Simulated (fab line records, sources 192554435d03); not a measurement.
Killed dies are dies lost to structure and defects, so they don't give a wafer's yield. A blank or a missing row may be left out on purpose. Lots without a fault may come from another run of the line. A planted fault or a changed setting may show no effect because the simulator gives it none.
Chamber matching | flow n5_finfet | N5_BEOL_M13_TRENCH_ETCH_34 on rie_diel-03: 4 sister chambers
The step etches SiOC in C4F8/O2/Ar, target depth 413.47 nm, time 162.6 s. 18 wafers are shown with their chamber, then 9 later ones without.

WAFERS WITH THEIR CHAMBER
wafer  | chamber | showerhead_plenum_p_Torr (Torr) | throttle_valve_pct (%) | rf_vpp_V (V)
L077.2 | 3       | 3.50                            | 24.33                  | 669.3
L077.3 | 2       | 3.37                            | 24.17                  | 663.0
L077.6 | 2       | 3.37                            | 24.14                  | 663.5
L080.1 | 0       | 3.47                            | 23.76                  | 667.2
L080.4 | 1       | 3.45                            | 23.94                  | 667.5
L080.5 | 2       | 3.37                            | 24.16                  | 663.4
L081.3 | 0       | 3.47                            | 23.77                  | 668.4
L081.4 | 1       | 3.45                            | 23.94                  | 666.3
L081.6 | 0       | 3.47                            | 23.75                  | 666.9
L087.3 | 2       | 3.36                            | 24.20                  | 664.0
L087.4 | 0       | 3.46                            | 23.79                  | 666.9
L087.5 | 2       | 3.36                            | 24.19                  | 662.8
L086.1 | 0       | 3.46                            | 23.78                  | 667.9
L086.3 | 3       | 3.49                            | 24.11                  | 666.9
L086.4 | 1       | 3.45                            | 23.96                  | 667.9
L089.2 | 0       | 3.46                            | 23.80                  | 667.7
L089.4 | 1       | 3.44                            | 23.95                  | 667.1
L089.5 | 1       | 3.44                            | 23.97                  | 666.3

SIGNATURES (means of the wafers above)
reading                  | chamber 0 | chamber 1 | chamber 2 | chamber 3 | scatter within a chamber
showerhead_plenum_p_Torr | 3.4650    | 3.4460    | 3.3660    | 3.4950    | 0.00561
throttle_valve_pct       | 23.7750   | 23.9520   | 24.1720   | 24.2200   | 0.0454
rf_vpp_V                 | 667.500   | 667.020   | 663.340   | 668.100   | 0.738
Rule: a wafer's distance from a chamber is the root of the sum, over the readings, of the square of ((its reading less the chamber's mean) divided by the reading's scatter). The wafer belongs to the nearest chamber; if the next one is less than 2 further off, it can't be placed. The scatter: the root of (the sum of the squares of (reading less its chamber's mean) over the shown wafers, divided by (wafers less chambers)).

WAFERS WITHOUT THEIR CHAMBER
wafer  | showerhead_plenum_p_Torr (Torr) | throttle_valve_pct (%) | rf_vpp_V (V)
L093.2 | 3.36                            | 24.19                  | 664.4
L093.4 | 3.46                            | 23.78                  | 669.3
L093.6 | 3.48                            | 24.11                  | 668.9
L095.1 | 3.44                            | 23.98                  | 666.5
L095.3 | 3.46                            | 23.79                  | 666.0
L095.6 | 3.44                            | 23.96                  | 666.2
L094.3 | 3.45                            | 23.81                  | 666.7
L094.5 | 3.45                            | 23.79                  | 667.2
L094.6 | 3.48                            | 24.12                  | 667.5

WHICH CHAMBER EACH WENT THROUGH
wafer  | from the rows above     | in truth
L093.2 | 2                       | 2
L093.4 | 0                       | 0
L093.6 | 3                       | 3
L095.1 | 1                       | 1
L095.3 | 0                       | 0
L095.6 | 1                       | 1
L094.3 | can't be placed: 0 or 1 | 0
L094.5 | can't be placed: 0 or 1 | 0
L094.6 | 3                       | 3
Placed correctly: 7 of 9. Can't be placed from these rows: 2 (the true chamber is among the candidates in 2). Placed wrongly: 0.
